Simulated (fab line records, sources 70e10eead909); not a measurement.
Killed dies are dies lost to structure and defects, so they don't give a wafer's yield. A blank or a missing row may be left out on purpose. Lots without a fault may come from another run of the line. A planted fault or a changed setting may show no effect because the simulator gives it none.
Which tool did it? | flow nand_harc | 22 lots, 66 wafers sampled, at 2 steps of a route of 1302

WHAT THE GAUGES READ, wafer by wafer
NHARC_A_CONTACT_INSPECT_71.
lot  | measured     | on                | raw_defect_count
L076 | day 22 13:56 | defect_inspect-02 | 119 164 142
L075 | day 22 17:00 | defect_inspect-02 | 121 109 114
L077 | day 22 22:53 | defect_inspect-01 | 16 21 14
L079 | day 23 09:23 | defect_inspect-01 | 85 94 90
L078 | day 23 20:19 | defect_inspect-02 | 90 94 111
L080 | day 24 00:25 | defect_inspect-02 | 31 28 21
L083 | day 26 05:01 | defect_inspect-02 | 93 77 85
L084 | day 26 07:28 | defect_inspect-01 | 40 35 34
L082 | day 26 08:08 | defect_inspect-02 | 65 58 67
L085 | day 26 11:54 | defect_inspect-02 | 103 90 112
L088 | day 27 06:11 | defect_inspect-01 | 38 42 30
L086 | day 27 07:48 | defect_inspect-02 | 132 100 116
L089 | day 27 22:43 | defect_inspect-01 | 41 44 45
L090 | day 29 01:16 | defect_inspect-02 | 49 40 38
L091 | day 29 10:12 | defect_inspect-02 | 83 92 71
L087 | day 29 12:46 | defect_inspect-02 | 50 65 62
L092 | day 29 19:32 | defect_inspect-02 | 94 70 84
L096 | day 30 11:01 | defect_inspect-01 | 26 23 22
L094 | day 30 11:31 | defect_inspect-02 | 124 122 109
L095 | day 30 20:47 | defect_inspect-01 | 62 68 62
L093 | day 31 05:52 | defect_inspect-02 | 67 74 58
L097 | day 31 09:52 | defect_inspect-02 | 66 78 62

WHICH TOOL RAN EACH LOT (tool, then ch and the chambers of the sampled wafers, then the start)
lot  | NHARC_A_CONTACT_STRIP_55
L076 | rie_diel-12 ch 0,1,2, day 22 13:56 or earlier
L075 | rie_diel-12 ch 0,1, day 22 17:00 or earlier
L077 | rie_diel-04 ch 1,2,3, day 22 22:53 or earlier
L079 | rie_diel-07 ch 0,1,3, day 23 09:23 or earlier
L078 | rie_diel-12 ch 0,1, day 23 20:19 or earlier
L080 | rie_diel-04 ch 0,3, day 24 00:25 or earlier
L083 | rie_diel-12 ch 0,1,3, day 26 05:01 or earlier
L084 | rie_diel-07 ch 0,2,3, day 26 07:28 or earlier
L082 | rie_diel-04 ch 0,1, day 26 08:08 or earlier
L085 | rie_diel-12 ch 0,1,3, day 26 11:54 or earlier
L088 | rie_diel-12 ch 0,1,2, day 27 06:11 or earlier
L086 | rie_diel-07 ch 0,1,3, day 27 07:48 or earlier
L089 | rie_diel-12 ch 0,2,3, day 27 22:43 or earlier
L090 | rie_diel-07 ch 1,2,3, day 29 01:16 or earlier
L091 | rie_diel-12 ch 0,3, day 29 10:12 or earlier
L087 | rie_diel-04 ch 0,1,3, day 29 12:46 or earlier
L092 | rie_diel-12 ch 0,2,3, day 29 19:32 or earlier
L096 | rie_diel-04 ch 0,1,2, day 30 11:01 or earlier
L094 | rie_diel-12 ch 1,2,3, day 30 11:31 or earlier
L095 | rie_diel-07 ch 0,2,3, day 30 20:47 or earlier
L093 | rie_diel-12 ch 0,2,3, day 31 05:52 or earlier
L097 | rie_diel-12 ch 0,2,3, day 31 09:52 or earlier
- NHARC_A_CONTACT_STRIP_55: strips in O2.

WHAT THE TOOLS THEMSELVES READ (means of the sampled wafers that have a number; where no wafer has one, the mark that the record gives instead)
NHARC_A_CONTACT_STRIP_55.
lot  | tool        | drypump_motor_current_A (A) | oes_product_au (a.u.) | rf_vpp_V (V) | showerhead_plenum_p_Torr (Torr) | throttle_valve_pct (%)
L076 | rie_diel-12 | 5.8                         | 0.997                 | 58.1         | 3.54                            | 17.036
L075 | rie_diel-12 | 6.1                         | 1.007                 | 57.6         | 3.55                            | 17.037
L077 | rie_diel-04 | 5.7                         | 0.996                 | 56.9         | 3.39                            | 17.043
L079 | rie_diel-07 | 5.8                         | 1.009                 | 58.7         | 3.50                            | 17.040
L078 | rie_diel-12 | 6.0                         | 1.004                 | 58.4         | 3.56                            | 17.031
L080 | rie_diel-04 | 5.7                         | 0.995                 | 57.9         | 3.38                            | 17.031
L083 | rie_diel-12 | 5.9                         | 0.997                 | 57.4         | 3.47                            | 17.032
L084 | rie_diel-07 | 6.1                         | 1.010                 | 57.1         | 3.50                            | 17.034
L082 | rie_diel-04 | 5.6                         | 1.007                 | 57.4         | 3.44                            | 17.038
L085 | rie_diel-12 | 5.9                         | 1.002                 | 57.7         | 3.46                            | 17.037
L088 | rie_diel-12 | 5.8                         | 0.991                 | 57.2         | 3.52                            | 17.041
L086 | rie_diel-07 | 5.8                         | 0.999                 | 57.3         | 3.48                            | 17.038
L089 | rie_diel-12 | 5.6                         | 0.997                 | 56.7         | 3.44                            | 17.038
L090 | rie_diel-07 | 5.9                         | 0.998                 | 57.2         | 3.53                            | 17.044
L091 | rie_diel-12 | 5.8                         | 0.991                 | 58.0         | 3.47                            | 17.032
L087 | rie_diel-04 | 5.8                         | 1.003                 | 56.5         | 3.39                            | 17.044
L092 | rie_diel-12 | 5.6                         | 1.000                 | 57.8         | 3.44                            | 17.038
L096 | rie_diel-04 | 5.5                         | 1.003                 | 57.1         | 3.40                            | 17.033
L094 | rie_diel-12 | 5.8                         | 0.995                 | 57.7         | 3.43                            | 17.041
L095 | rie_diel-07 | 6.1                         | 1.004                 | 57.3         | 3.48                            | 17.035
L093 | rie_diel-12 | 5.6                         | 1.002                 | 57.4         | 3.44                            | 17.035
L097 | rie_diel-12 | 5.6                         | 0.997                 | 57.5         | 3.44                            | 17.029

THE ANSWER, worked out from the rows above alone
Rule: what is usual is taken from the lots themselves. Put in order of their means at a reading, lots are off if they are a third of the lots or fewer, leave a main group of 4 or more, and stand apart from it by a gap of 3 or more times the standard deviation of the main group's means; of several such gaps the widest counts. A main group whose means are all the same, to the digits that the tables above print for the reading, isn't used. A lot without any number at a reading at which 4 lots or more have one is off too. The other lots that the step has rows for count as sound. The gauges are gone through in route order, then the tools' own readings, and for those a lot's mean is taken as printed above. The first step at which some lot is off is used, and at that step the reading that is off furthest; a lot without a number counts as furthest.
No lot is off at any reading shown: from this, nothing can be told.

WHAT THE SIMULATOR HAD PUT IN
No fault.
